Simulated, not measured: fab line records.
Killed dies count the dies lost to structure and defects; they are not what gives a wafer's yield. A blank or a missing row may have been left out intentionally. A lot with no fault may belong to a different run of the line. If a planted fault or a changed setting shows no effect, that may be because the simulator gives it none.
Problem report in the 8D (eight disciplines) form, filled by code | flow nand harc | the parts of the form that need people (team, actions taken, sign-off) are left out

## 1. WHAT IS WRONG
heater power total W at NHARC_A_M1_SOFTBAKE_04 reads a mean of 193.45 W on 6 wafers of 2 lots; wafers without a fault read 188.44 W with a standard deviation of 0.13. That is +39 standard deviations from the usual mean.
The step: time 55 s.
Earliest sighting: wafer L488.1 on litho track-06 at day 24 10:00. The record has a number at this step for 36 wafers belonging to 12 lots. Rule for "out", or "out of limits": more than 4 standard deviations from the usual mean. The rest of the wafers with a number are treated as sound.

## 2. WHAT IT IS AND WHAT IT IS NOT
question                    | is                     | is not
which readings at this step | heater power total W   | -
which lots                  | L488, L489             | L483, L486, L487, L493, L498, L500, L501, L504, L505, L506
which wafers of those lots  | all that have a number | -
read on which tools         | litho track-06         | litho track-01, litho track-04
when                        | from day 24 10:00      | up to then (9 sound wafers); but 21 sound wafers of L493, L498, L500, L501, L504, L505, L506 came after

## 3. THE SUSPECTS, EACH WITH WHAT RULES IT OUT
Counting: any tool at a process step up to the reading is kept as a suspect provided that every lot that is out went through it and no sound lot did after the first of them.
- litho track-06 at NHARC_A_M1_SOFTBAKE_04 (time 55 s): ruled out as a lasting fault. Following L488 (day 24 10:00), the first lot on it that is out, the sound lots L501, L500, L506 were run on it.
Left after counting: nothing in the record.

## 4. THE CAUSE (what the simulator had put in)
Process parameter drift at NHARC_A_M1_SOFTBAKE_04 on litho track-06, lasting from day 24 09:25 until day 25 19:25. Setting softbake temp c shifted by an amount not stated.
Counting ruled it out, wrongly.

## 5. THE CHAIN OF EFFECTS, in route order
Each row: a reading where the mean over the struck wafers with a number is more than 3 standard deviations away from the usual. Only readings for which the record gives a usual standard deviation are gone through. hours: the time from each lot's start at the first step in this table that gives one to its start at this step, as a median over the lots. sigmas: the change in usual standard deviations.
hours | step                   | reading              | usual    | on struck wafers | change | sigmas
0     | NHARC_A_M1_SOFTBAKE_04 | heater power total W | 188.44 W | 193.45           | +5.01  | +39
It contains these process steps:
- NHARC_A_M1_SOFTBAKE_04: time 55 s.
At these later measuring or inspecting steps, every struck wafer for which the step has a row has a number for every such reading, and none has moved that far: NHARC_A_M1_CD_MEAS_09, NHARC_END_SORT_01.

## 6. HOW IT WOULD HAVE BEEN CAUGHT EARLIER
In this record the first reading out of limits was taken at day 24 10:00, 1 hour after the fault began at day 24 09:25.
